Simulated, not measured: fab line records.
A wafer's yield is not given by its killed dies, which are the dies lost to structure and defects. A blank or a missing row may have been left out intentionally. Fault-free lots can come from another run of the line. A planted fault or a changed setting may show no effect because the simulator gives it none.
Chamber matching ; flow nand harc ; NHARC_A_M0_ETCH_34 on rie diel-04: 4 sister chambers
The step etches the open film in N2/H2, target depth 40 nm, overetch 12 nm, time 43.94 s. 4 wafers are shown with their chamber, then 11 later ones without.

== WAFERS WITH THEIR CHAMBER ==
wafer;chamber;drypump motor current A (A)
L083.2;3;5.4
L088.3;1;6.2
L088.4;2;5.6
L086.1;0;5.7

== WAFERS WITH NO CHAMBER GIVEN ==
wafer;drypump motor current A (A)
L086.3;5.4
L086.5;5.5
L091.1;5.5
L091.2;6.2
L091.6;6.2
L097.1;5.4
L097.2;5.6
L097.5;5.6
L094.2;6.2
L094.4;5.6
L094.6;5.7

== CHAMBER TAKEN BY EACH ==
wafer;from the rows above;in truth
L086.3;3;3
L086.5;can't be placed: 2 or 3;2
L091.1;can't be placed: 2 or 3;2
L091.2;1;1
L091.6;1;1
L097.1;3;3
L097.2;2;2
L097.5;2;2
L094.2;1;1
L094.4;2;2
L094.6;0;0
Correct placement for 9 of the 11. These rows do not allow placing 2 (true chamber among the candidates in 2). Placed wrongly: 0.
How it was worked out, from the rows above alone: a wafer's distance from a chamber is the root of the sum, over the readings, of the square of ((its reading less the chamber's mean) divided by the reading's scatter). If the next closest chamber is less than 2 further off than the closest, the wafer can't be placed; otherwise it belongs to the closest. The mean given for a chamber averages the wafers shown for that chamber. The scatter: with one shown wafer a chamber, the root of the mean of the squares of how far each hidden wafer lies from its nearest shown one.
